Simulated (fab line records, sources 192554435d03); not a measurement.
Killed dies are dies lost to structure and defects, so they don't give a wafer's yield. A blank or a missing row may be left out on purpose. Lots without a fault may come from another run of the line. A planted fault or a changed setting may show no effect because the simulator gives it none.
fab line records | flow n5_finfet
record lots=10 wafers=28 last_day=17
route steps=1938 shown BEOL_M2@914 BEOL_M3@931 BEOL_M4@1111 PASSIVATION@1936
lots that met no fault: from a run of the same line without faults
start_h: hours from the record's first day to the start of the lot's first wafer shown | wait_h: hours since the lot's step before | " the same as in the row above | L1.1+2: a row that stands for several wafers | - no value, or no start given | * or withheld: withheld | < > ~ a bound
route shown NAME@n: a module of which the file shows steps, and the number in the route of the first | usual: mean/standard deviation of fault-free wafers | same: alike in all rows | chamber/n: place in a boat | sites: the reading at each site | _std_site: their standard deviation | _edge_site: outer sites' mean less inner sites' | radius_mm: how far each site lies from the wafer's centre | mask NAME#n: copy n | behind: the tool/chamber that last shaped the wafer | hold: why the lot was held/for how many hours/how that ended | device: the transistor (n, p or np) that didn't switch | end of line: the same wafers' tests at the end of the route | a step without rows: its recipe alone | killed: dies lost to structure and defects at the first sort, not the wafer's yield | map: a wafer's dies, x killed, . not, _ none there
set.NAME: the setting as run; set.NAME@STEP: as run at that earlier step | model.NAME: the simulator's own value behind a step, which no gauge read
steps of the route over a sample of lots; a table a step, a row a wafer
services: from which hour (start_h, from the record's first day; less than 0 if before it) a tool's chamber was out of use, for how many hours, and why
## steps
# step N5_BEOL_M2_SPUTTER_90
# recipe material=Cu target_thk_a=45 temp_c=-20 chamber_pressure_pa=0.07 power_w=withheld time_s=8.29
# usual chamber_pressure_pa=0.07001/0.00014 substrate_temp_c=-19.99/0.098 throttle_valve_pct=29.6/0.85
# same time_s=8.29
# columns lot.wafer tool chamber start_h wait_h chamber_pressure_pa substrate_temp_c throttle_valve_pct
L578.2 pvd_sputter-01 - 147.09 0.1 0.06992 -20.03 27.3
L578.5 " - " " 0.06995 -19.94 29.9
L578.6 " - " " 0.06995 -20.03 29.4
L579.3 pvd_sputter-02 - 155.25 0.1 0.0701 -20.13 28.9
L579.4 " - " " 0.07023 -19.89 29.3
L580.2 pvd_sputter-02 - 157.97 0.1 0.07018 -19.97 29.1
L580.4 " - " " 0.06993 -19.91 29.3
L580.6 " - " " 0.0702 -19.96 30.7
L577.1 pvd_sputter-02 - 167.11 0.1 0.07011 -20.22 29.6
L577.3 " - " " 0.07018 -20.00 31.0
L577.5 " - " " 0.06997 -20.14 29.5
L581.4 pvd_sputter-01 - 172.48 0.1 0.07012 -19.97 29.5
L581.5 " - " " 0.07013 -20.16 27.8
L581.6 " - " " 0.06998 -19.90 29.8
L588.2 pvd_sputter-01 - 212.17 0.1 0.0703 -20.12 29.8
L588.3 " - " " 0.07002 -19.84 27.8
L588.6 " - " " 0.06985 -20.06 29.2
L592.2 pvd_sputter-03 - 237.78 0.1 0.07016 -20.03 30.0
L592.6 " - " " 0.07005 -20.01 29.9
L594.2 pvd_sputter-02 - 246.64 0.1 0.06975 -19.99 29.2
L594.5 " - " " 0.06991 -20.04 29.1
L594.6 " - " " 0.0701 -20.00 29.4
L598.2 pvd_sputter-01 - 275.67 0.1 0.07009 -19.89 27.4
L598.4 " - " " 0.07012 -19.94 29.6
L598.5 " - " " 0.06995 -19.93 27.5
L599.1 pvd_sputter-02 - 275.84 0.1 0.07014 -20.00 29.5
L599.4 " - " " 0.06994 -19.94 28.7
L599.6 " - " " 0.07017 -19.99 30.5
# step N5_BEOL_M2_ANNEAL_91
# recipe temp_c=400 time_s=240 ambient=vacuum
# usual heater_power_w=815/76
# same time_s=240
# columns lot.wafer tool chamber start_h wait_h heater_power_w
L578.2 pvd_sputter-01 - 147.17 0.0 868
L578.5 " - " " 672
L578.6 " - " " 823
L579.3 pvd_sputter-02 - 155.33 0.0 788
L579.4 " - " " 815
L580.2 pvd_sputter-02 - 158.05 0.0 860
L580.4 " - " " 783
L580.6 " - " " 756
L577.1 pvd_sputter-02 - 167.19 0.0 847
L577.3 " - " " 762
L577.5 " - " " 852
L581.4 pvd_sputter-01 - 172.56 0.0 675
L581.5 " - " " 850
L581.6 " - " " 671
L588.2 pvd_sputter-01 - 212.25 0.0 679
L588.3 " - " " 835
L588.6 " - " " 831
L592.2 pvd_sputter-03 - 237.86 0.0 849
L592.6 " - " " 820
L594.2 pvd_sputter-02 - 246.72 0.0 768
L594.5 " - " " 782
L594.6 " - " " 860
L598.2 pvd_sputter-01 - 275.75 0.0 860
L598.4 " - " " 901
L598.5 " - " " 845
L599.1 pvd_sputter-02 - 275.92 0.0 853
L599.4 " - " " 770
L599.6 " - " " 917
# step N5_BEOL_M2_CMP_52
# recipe stop_on=SiOC t_overpolish_s=6.8 down_force_psi=1 platen_rpm=50 clearing_platen_down_force_psi=1.5 clearing_platen_rpm=50 post_cmp_clean=cu_alkaline target_thk_nm=40 clearing_platen_pad_velocity_m_s=0.99484 pad_velocity_m_s=0.99484
# usual barrier_field_endpoint_s=25.0/0.73 edge_zone_pressure_frac=0.999/0.0048 motor_current_A=6.2/0.63 overpolish_run_s=6.799/0.0084 time_to_endpoint_s=63/4.9
# columns lot.wafer tool chamber start_h wait_h barrier_field_endpoint_s edge_zone_pressure_frac motor_current_A overpolish_run_s time_to_endpoint_s
L578.2 cmp-03 3 148.35 0.3 25.4 1.010 5.4 6.805 72
L578.5 " 0 " " 24.0 1.002 7.2 6.813 56
L578.6 " 1 " " 25.2 1.000 5.9 6.783 61
L579.3 cmp-03 3 156.41 0.2 25.1 1.004 5.4 6.795 61
L579.4 " 2 " " 24.3 1.004 6.7 6.800 57
L580.2 cmp-04 1 159.17 0.2 25.1 1.004 5.8 6.807 65
L580.4 " 3 " " 24.6 0.999 7.5 6.791 61
L580.6 " 0 " " 25.4 0.994 5.7 6.798 66
L577.3 cmp-03 0 168.32 0.2 23.5 0.999 7.5 6.810 57
L577.1 " 1 " " 24.3 1.001 5.7 6.807 62
L577.5 " 0 " " 24.3 0.998 7.1 6.807 57
L581.4 cmp-01 0 173.65 0.1 25.4 0.993 6.4 6.812 58
L581.6 " 0 " " 24.2 0.999 6.3 6.806 59
L581.5 " 1 " " 26.7 1.000 5.7 6.777 74
L588.3 cmp-03 2 213.33 0.2 24.6 1.006 6.3 6.812 59
L588.2 " 3 " " 25.1 0.997 5.4 6.801 66
L588.6 " 3 " " 25.5 1.001 5.4 6.812 65
L592.2 cmp-04 3 239.02 0.3 24.9 1.011 7.3 6.803 58
L592.6 " 2 " " 25.9 0.993 5.2 6.792 62
L594.2 cmp-04 3 247.87 0.3 23.9 0.991 7.4 6.787 59
L594.5 " 1 " " 25.4 0.994 6.1 6.813 67
L594.6 " 2 " " 25.0 0.998 5.4 6.809 68
L598.2 cmp-01 1 277.44 0.8 25.9 1.001 6.0 6.792 73
L598.4 " 3 " " 26.5 1.002 5.9 6.796 74
L598.5 " 1 " " 25.5 1.001 5.9 6.785 70
L599.1 cmp-03 2 277.55 0.8 24.4 1.001 6.2 6.798 60
L599.4 " 3 " " 24.9 1.001 5.1 6.812 66
L599.6 " 3 " " 24.7 0.997 5.2 6.794 66
# step N5_BEOL_M3_ILD_DEP_00
# recipe material=SiOC target_thk_a=790 temp_c=350 precursor=DEMS/O2 pressure_torr=5 rf_w=500 time_s=15.3
# usual heater_power_w=491/87 showerhead_plenum_p_Torr=5.694/0.018 throttle_valve_pct=12.2/0.6
# same time_s=15.3
# columns lot.wafer tool chamber start_h wait_h heater_power_w showerhead_plenum_p_Torr throttle_valve_pct
L578.2 pecvd-04 0 148.89 0.0 674 5.688 11.9
L578.5 " 1 " " 390 5.672 12.4
L578.6 " 2 " " 448 5.698 12.9
L579.3 pecvd-02 2 157.15 0.0 445 5.714 11.6
L579.4 " 1 " " 494 5.684 12.6
L580.2 pecvd-04 1 159.75 0.0 428 5.668 12.6
L580.4 " 2 " " 429 5.700 12.9
L580.6 " 1 " " 424 5.662 12.5
L577.1 pecvd-03 1 168.90 0.0 521 5.701 12.3
L577.3 " 2 " " 522 5.707 11.5
L577.5 " 2 " " 517 5.703 11.4
L581.4 pecvd-04 1 174.33 0.1 449 5.676 12.4
L581.5 " 2 " " 422 5.688 13.1
L581.6 " 0 " " 683 5.683 11.7
L588.2 pecvd-04 2 213.95 0.0 530 5.686 13.0
L588.3 " 0 " " 679 5.693 11.9
L588.6 " 1 " " 363 5.638 12.5
L592.2 pecvd-03 1 239.61 0.0 464 5.699 12.5
L592.6 " 0 " " 445 5.718 12.4
L594.2 pecvd-03 0 248.41 0.0 437 5.706 12.4
L594.5 " 0 " " 437 5.728 12.3
L594.6 " 1 " " 467 5.686 12.5
L598.2 pecvd-03 2 278.22 0.0 483 5.707 10.4
L598.4 " 2 " " 501 5.688 10.4
L598.5 " 0 " " 447 5.706 12.5
L599.1 pecvd-03 1 278.29 0.0 461 5.701 12.3
L599.4 " 0 " " 372 5.704 12.7
L599.6 " 2 " " 567 5.700 10.7
# step N5_BEOL_M3_THK_MEAS_01
# recipe reads=SiOC_of_BEOL_M3_ILD_DEP_00
# usual M3_ILD_THK=78.7/1.3
# columns lot.wafer tool chamber start_h wait_h M3_ILD_THK[nm]
L578.2 film_metro-02 - 148.95 0.1 77.9
L578.5 " - " " 79.5
L578.6 " - " " 77.7
L579.3 film_metro-02 - 157.22 0.1 79.8
L579.4 " - " " 79.0
L580.2 film_metro-02 - 159.82 0.1 78.4
L580.4 " - " " 79.1
L580.6 " - " " 79.2
L577.1 film_metro-01 - 168.97 0.0 78.6
L577.3 " - " " 78.4
L577.5 " - " " 79.3
L581.4 film_metro-01 - 174.39 0.0 64.0
L581.5 " - " " 60.1
L581.6 " - " " 63.1
L588.2 film_metro-01 - 214.01 0.1 59.2
L588.3 " - " " 60.4
L588.6 " - " " 62.4
L592.2 film_metro-02 - 239.70 0.1 79.1
L592.6 " - " " 78.1
L594.2 film_metro-01 - 248.50 0.1 76.9
L594.5 " - " " 77.4
L594.6 " - " " 80.1
L598.2 film_metro-02 - 278.29 0.1 78.9
L598.4 " - " " 78.6
L598.5 " - " " 78.2
L599.1 film_metro-01 - 278.36 0.0 80.1
L599.4 " - " " 78.9
L599.6 " - " " 79.7
# step N5_BEOL_M4_RC_MEAS_101
# usual DIBL_N=36.9/2.1 DIBL_P=37.1/2.5 IOFF_N=0.17/0.039 IOFF_P=0.23/0.043 ION_N=673/15 ION_P=462/9.1 SS_N=71.8/0.69 SS_P=73.6/0.74 VT_N=250/3.6 VT_P=-249.7/2.9
# columns lot.wafer tool chamber start_h wait_h DIBL_N[mV/V] DIBL_P[mV/V] IOFF_N[nA/um] IOFF_P[nA/um] ION_N[uA/um] ION_P[uA/um] SS_N[mV/dec] SS_P[mV/dec] VT_N[mV] VT_P[mV]
L578.2 prober-02 0 177.83 0.2 35.1 37.0 0.16 0.24 691 474 71.2 74.0 251 -247.6
L578.5 " 0 " " 36.0 36.9 0.15 0.23 666 459 71.7 73.6 253 -248.0
L578.6 " 0 " " 34.3 35.4 0.14 0.20 674 464 71.2 73.3 249 -248.0
L580.2 prober-01 0 180.79 0.2 33.5 33.0 0.12 0.17 677 465 70.8 72.1 254 -252.8
L580.4 " 0 " " 35.6 35.0 0.15 0.19 665 453 71.1 72.9 249 -252.3
L580.6 " 0 " " 35.8 35.6 0.14 0.19 667 452 70.7 73.2 251 -250.6
L579.3 prober-02 0 181.22 0.3 40.9 43.9 0.29 0.35 703 476 72.5 75.0 241 -245.6
L579.4 " 0 " " 39.4 41.2 0.23 0.29 682 461 72.1 74.2 245 -245.4
L577.1 prober-01 0 185.58 0.0 37.9 37.0 0.18 0.19 674 447 71.8 73.2 248 -249.9
L577.3 " 0 " " 39.5 40.3 0.22 0.23 687 456 71.9 74.3 247 -250.1
L577.5 " 0 " " 37.5 36.5 0.16 0.17 664 444 72.2 73.8 253 -252.8
L581.4 prober-02 0 197.94 0.5 35.4 35.1 0.14 0.20 662 456 71.9 74.4 255 -251.6
L581.5 " 0 " " 34.6 34.5 0.14 0.19 659 451 72.0 73.8 254 -250.6
L581.6 " 0 " " 37.6 37.6 0.18 0.22 683 469 72.3 74.3 251 -250.2
L588.2 prober-01 0 241.92 0.2 32.6 32.5 0.11 0.17 653 452 70.7 73.0 254 -252.1
L588.3 " 0 " " 32.4 32.4 0.10 0.16 649 451 70.4 72.7 258 -252.9
L588.6 " 0 " " 36.7 37.9 0.17 0.26 680 476 71.5 74.5 250 -247.2
L592.2 prober-02 0 259.98 0.2 39.5 38.7 0.20 0.21 673 460 72.6 74.1 250 -253.2
L592.6 " 0 " " 37.3 38.4 0.16 0.21 678 463 71.5 73.8 250 -253.3
L594.2 prober-01 0 267.39 0.2 39.1 39.0 0.23 0.26 689 473 72.1 73.4 244 -245.7
L594.5 " 0 " " 35.9 36.4 0.16 0.21 673 457 71.3 73.0 250 -250.8
L594.6 " 0 " " 40.5 42.4 0.25 0.31 701 476 72.7 74.5 246 -247.9
L598.2 prober-01 0 299.57 0.2 35.2 35.2 0.16 0.24 658 459 71.6 73.2 249 -246.8
L598.4 " 0 " " 33.2 32.6 0.13 0.19 666 464 71.5 72.3 252 -248.8
L598.5 " 0 " " 35.0 34.3 0.17 0.21 649 453 72.1 72.9 250 -248.8
L599.1 prober-02 0 302.10 0.0 37.3 35.9 0.17 0.21 681 462 72.1 73.4 248 -250.6
L599.4 " 0 " " 33.3 32.1 0.11 0.15 664 455 70.4 72.4 254 -254.1
L599.6 " 0 " " 37.4 37.0 0.19 0.23 700 474 71.9 73.5 245 -250.7
# step N5_PASSIVATION_PROBE_49
# usual defect_limited_yield=91.3/1.4 killed_at_M0_to_M3=32/9.5 killed_at_M4_up=14/5.2 killed_at_contacts=13/5.7 killed_at_front_end=41/12 killed_at_other=3.5/2.6 killed_dies=103/17 killed_open=68/14 killed_short=32/7 sort_bin_4_leakage=0.01/0.051 sort_bin_5_function=5.0/0.91 sort_bin_6_memory=3.3/0.7 sort_bin_8_speed=0.03/0.22 sort_n_pass=1076/17 sort_yield_pct=91.2/1.4
# same gross_dies=1180 killed_at_back_side=0
# columns lot.wafer tool chamber start_h wait_h defect_limited_yield[%] killed_at_M0_to_M3 killed_at_M4_up killed_at_contacts killed_at_front_end killed_at_other killed_dies killed_open killed_short sort_bin_4_leakage[%] sort_bin_5_function[%] sort_bin_6_memory[%] sort_bin_8_speed[%] sort_n_pass sort_yield_pct[%]
L581.4 prober-01 - 301.48 0.2 91.3 41 13 11 35 3 103 65 20 0 4.1 3.1 0 1077 91.3
L581.5 prober-01 - 301.53 0.2 90.2 54 20 14 27 1 116 67 29 0 5.2 2.9 0 1064 90.2
L581.6 prober-01 - 301.58 0.3 92.5 41 6 18 21 3 89 49 27 0 3.6 2.9 0 1091 92.5
L588.2 prober-01 - 342.42 0.1 86.7 42 10 24 63 18 157 82 51 0 6.9 4.1 0 1023 86.7
L588.3 prober-01 - 342.47 0.1 88.8 41 8 7 65 11 132 78 41 0 4.7 5.4 0 1048 88.8
L588.6 prober-01 - 342.62 0.3 90.3 40 8 10 48 8 114 67 38 0 5.3 3.3 0 1066 90.3
# killed by level:class
L581.4 STI_FIN_REVEAL:geometric_particle:open=12 MOL_CONTACT_COAG:geometric_particle:open=11 BEOL_M0_SAQP:geometric_particle:open=9 BEOL_M3:area_dep=8 BEOL_M0_SAQP:geometric_particle:short=6 BEOL_M2:geometric_particle:open=6 GATE_CUT:geometric_particle:open=5 BEOL_M1:geometric_particle:open=5
L581.5 BEOL_M3:area_dep=17 BEOL_M4:geometric_particle:open=14 MOL_CONTACT_COAG:geometric_particle:open=10 STI_FIN_REVEAL:geometric_particle:open=9 BEOL_M2:geometric_particle:open=9 BEOL_M0_SAQP:geometric_particle:short=6 GATE_CUT:geometric_particle:short=5 DUMMY_GATE:geometric_particle:open=5
L581.6 MOL_CONTACT_COAG:geometric_particle:open=14 BEOL_M3:area_dep=9 BEOL_M2:geometric_particle:open=7 STI_FIN_REVEAL:geometric_particle:open=6 BEOL_M0_SAQP:geometric_particle:short=6 MOL_CONTACT_COAG:geometric_particle:short=4 GATE_CUT:geometric_particle:short=4 BEOL_M3:geometric_particle:open=4
L588.2 MOL_CONTACT_COAG:geometric_particle:open=19 HKMG_FIN:area_etch=14 STI_FIN_REVEAL:geometric_particle:open=13 BEOL_M0_SAQP:geometric_particle:short=11 FIN_SAQP:geometric_particle:open=10 BEOL_M3:area_dep=10 STI_FIN_REVEAL:geometric_particle:short=6 GATE_CUT:geometric_particle:short=6
L588.3 STI_FIN_REVEAL:geometric_particle:open=19 GATE_CUT:geometric_particle:short=12 BEOL_M3:area_dep=12 FIN_SAQP:geometric_particle:short=7 FIN_SAQP:geometric_particle:open=6 MOL_CONTACT_COAG:geometric_particle:open=6 BEOL_M1:geometric_particle:open=6 BEOL_M3:geometric_particle:open=5
L588.6 STI_FIN_REVEAL:geometric_particle:open=18 BEOL_M0_SAQP:geometric_particle:open=11 BEOL_M3:area_dep=9 FIN_SAQP:geometric_particle:short=7 MOL_CONTACT_COAG:geometric_particle:open=7 GATE_CUT:geometric_particle:short=5 PASS1_CAP:geometric_particle:short=5 BEOL_M4:geometric_particle:open=4
## services
# columns tool chamber start_h hours kind
cmp-03 - 139.67 0.7 repair
cmp-03 - 143.34 0.6 repair
pecvd-03 0 147.55 3.9 repair
cmp-01 - 153.97 4.1 pm
cmp-04 - 172.72 1.8 repair
cmp-03 - 181.47 0.4 repair
cmp-03 - 186.22 2.4 repair
cmp-03 - 188.99 0.4 repair
pecvd-03 1 189.52 2.1 scheduled_down
pecvd-03 - 205.77 3.3 repair
cmp-03 - 220.80 0.6 repair
pecvd-03 2 231.16 2.1 scheduled_down
pecvd-03 2 233.29 - clean
pecvd-03 2 233.29 - consumable_replace:showerhead
pecvd-03 2 233.29 29.0 scheduled_down
pecvd-03 2 233.29 29.0 vent_cycle
pecvd-04 0 247.73 2.1 scheduled_down
cmp-04 - 256.08 18.7 pm
cmp-01 - 258.31 4.0 pm
cmp-01 - 262.31 - consumable_replace:conditioner
cmp-01 - 262.31 - consumable_replace:pad
pecvd-02 2 262.76 15.1 repair
pecvd-02 - 268.90 14.6 pm
cmp-04 - 275.43 4.6 pm
## key
first_sign step=N5_BEOL_M3_THK_MEAS_01 reading=M3_ILD_THK direction=down sigmas=13 usual=78.7 struck=61.5
effect none on later readings
met_at N5_BEOL_M3_ILD_DEP_00
struck_lots L581,L588
baseline_loss step=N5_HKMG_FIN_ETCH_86 wafers=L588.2
not_acting_at N5_BEOL_M2_SPUTTER_90,N5_BEOL_M2_ANNEAL_91,N5_BEOL_M2_CMP_52
onset_between 159.75 174.33
fault kind=site_profile_drift tool=pecvd-04 chamber=- onset_h=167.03 steps=N5_BEOL_M3_ILD_DEP_00 basis=fraction max_abs_drift=0.50258 slope_share_per_hr=111.68 site_pattern=0,0,0,0,0,-1,-1,-1,-1
# baseline_loss: these wafers lose ten dies or more at that step, a loss of the line's own and not of a fault; the sort's usual values leave them out
